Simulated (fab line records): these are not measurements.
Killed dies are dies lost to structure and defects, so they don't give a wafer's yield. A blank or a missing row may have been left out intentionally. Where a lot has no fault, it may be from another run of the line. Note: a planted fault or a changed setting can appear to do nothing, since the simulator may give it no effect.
Struck lot and sound lot, side by side | flow nand harc | 15 out of 1302 route steps
Sound: wafers L653.3, L653.4, L653.6. Struck: wafers L659.3, L659.5. (L659.4 of the same lot was not struck and is left out.) The cause comes at the end.
Order at every step that has rows: each side's tool, ch and its chambers, its first start. Under that, the readings that differ: sound wafers | struck wafers | difference of the means | sigmas: that difference in standard deviations of wafers without a fault.
alike: words and numbers the same on both sides, and readings whose means are apart by under 2 such deviations; not compared: readings that were withheld, readings missing a value for some wafer, numbers with overlapping values and no deviation given by the record, and bounds like >300 which may hide the same value.
The two part at a step that has a row with sigmas, a row that says differs or no value, or rows on one side only. When numbers do not overlap yet have no deviation, they are printed without sigmas and do not part them. A reading missing from all wafers of one side parts the sides only when that side holds two or more wafers.

first, 8 steps without rows for these wafers: NHARC_THIN_TSV_DEHYDRATE_25 (time 120 s); NHARC_THIN_TSV_HMDS_26 (time 30 s); NHARC_THIN_TSV_COAT_27; NHARC_THIN_TSV_SOFTBAKE_28 (time 95 s); NHARC_THIN_TSV_EBR_29; NHARC_THIN_TSV_EXPOSE_30 (exposes mask PAD); NHARC_THIN_TSV_PEB_31 (peb time 85 s); NHARC_THIN_TSV_DEVELOP_32 (time 70 s).
NHARC_THIN_TSV_CD_MEAS_33 targets a cd of 5000 nm.
  sound on cd sem-03 ch 0, day 24 16:25; struck on cd sem-01 ch 0, day 27 22:48
  alike: cd nm
then, 1 step without rows for these wafers: NHARC_THIN_TSV_HARDBAKE_34 (time 80 s).
NHARC_THIN_TSV_DESCUM_35: chemistry O2, time 3 s.
  sound on rie diel-01 ch 0,2,3, day 24 16:35; struck on rie diel-01 ch 2, day 27 22:58
  alike: drypump motor current A, mfc ar sccm, oes product au, rf vpp V, showerhead plenum p Torr, throttle valve pct
  not compared: rf hours counter h
NHARC_THIN_TSV_ETCH_59: etches the open film in Cl2/BCl3, target depth 880 nm, time 138.1 s.
  sound on rie metal-03 ch 0,1, day 24 16:46; struck on rie metal-01 ch 0,1, day 27 23:10
  alike: drypump motor current A, oes product au, rf fwd power W, throttle valve pct
  not compared: rf hours counter h
NHARC_THIN_TSV_ETCH_36: etches the open film in Cl2/BCl3, target depth 65 nm, time 18.571 s.
  sound on rie metal-03 ch 0,1, day 24 16:58; struck on rie metal-01 ch 0,1, day 27 23:22
  reading               | sound             | struck      | difference | sigmas
  oes product au (a.u.) | 1.002 0.993 1.004 | 0.864 0.867 | -0.134     | -12
  alike: drypump motor current A
  not compared: rf hours counter h
NHARC_THIN_TSV_STRIP_56: strips in O2.
  sound on plasma asher-02 ch 0,1, day 24 17:13; struck on plasma asher-01 ch 0, day 27 23:32
  alike: drypump motor current A, heater power w
  not compared: rf hours counter h
NHARC_END_SORT_01:
  sound on prober-01 ch 0, day 25 05:34; struck on prober-02 ch 0, day 28 14:29
  alike: defect limited yield, killed at array, killed at other, killed at periphery, killed dies, killed open, killed short

## WHERE THEY PART
Only at NHARC_THIN_TSV_ETCH_36, within this record. Later steps at which nothing parts them and some readings are alike: NHARC_THIN_TSV_STRIP_56, NHARC_END_SORT_01.

WHY: what the simulator had put in
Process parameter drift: rie metal-01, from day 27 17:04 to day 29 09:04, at NHARC_THIN_TSV_ETCH_36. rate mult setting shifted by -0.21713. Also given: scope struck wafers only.
